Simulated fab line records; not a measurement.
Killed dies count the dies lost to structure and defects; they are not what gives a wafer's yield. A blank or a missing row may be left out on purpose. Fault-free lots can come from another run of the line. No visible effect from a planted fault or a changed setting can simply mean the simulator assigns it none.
Chamber matching	flow n5-finfet	N5_BEOL_M8_STRIP_19 on rie-diel-02: 4 sister chambers
The step strips in O2. 4 wafers are shown with their chamber, then 7 later ones without.

== WAFERS, EACH WITH ITS CHAMBER ==
wafer	chamber	showerhead-plenum-p-Torr (Torr)
L270.1	3	2.12
L270.2	1	2.14
L270.4	2	2.14
L268.5	0	1.98

== WAFERS MISSING THEIR CHAMBER ==
wafer	showerhead-plenum-p-Torr (Torr)
L268.6	2.12
L276.2	2.11
L276.5	2.14
L276.6	1.97
L277.1	2.13
L277.2	2.14
L277.3	1.97

== WHICH CHAMBER EACH ONE RAN IN ==
wafer	from the rows above	in truth
L268.6	3	3
L276.2	3	3
L276.5	can't be placed: 1 or 2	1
L276.6	0	0
L277.1	can't be placed: 3 or 1 or 2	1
L277.2	can't be placed: 1 or 2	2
L277.3	0	0
Correctly placed: 4 of 7. From these rows, 3 cannot be placed; in 3 the true chamber is one of the candidates. Placed wrongly: 0.
How it was worked out, from the rows above alone: a wafer's distance from a chamber is the root of the sum, over the readings, of the square of ((its reading less the chamber's mean) divided by the reading's scatter). If the next closest chamber is less than 2 further off than the closest, the wafer can't be placed; otherwise it belongs to the closest. For every chamber, the mean is computed from those of its wafers that are shown. The scatter: root of mean squared gap, hidden wafer to nearest shown wafer, with one shown wafer a chamber.
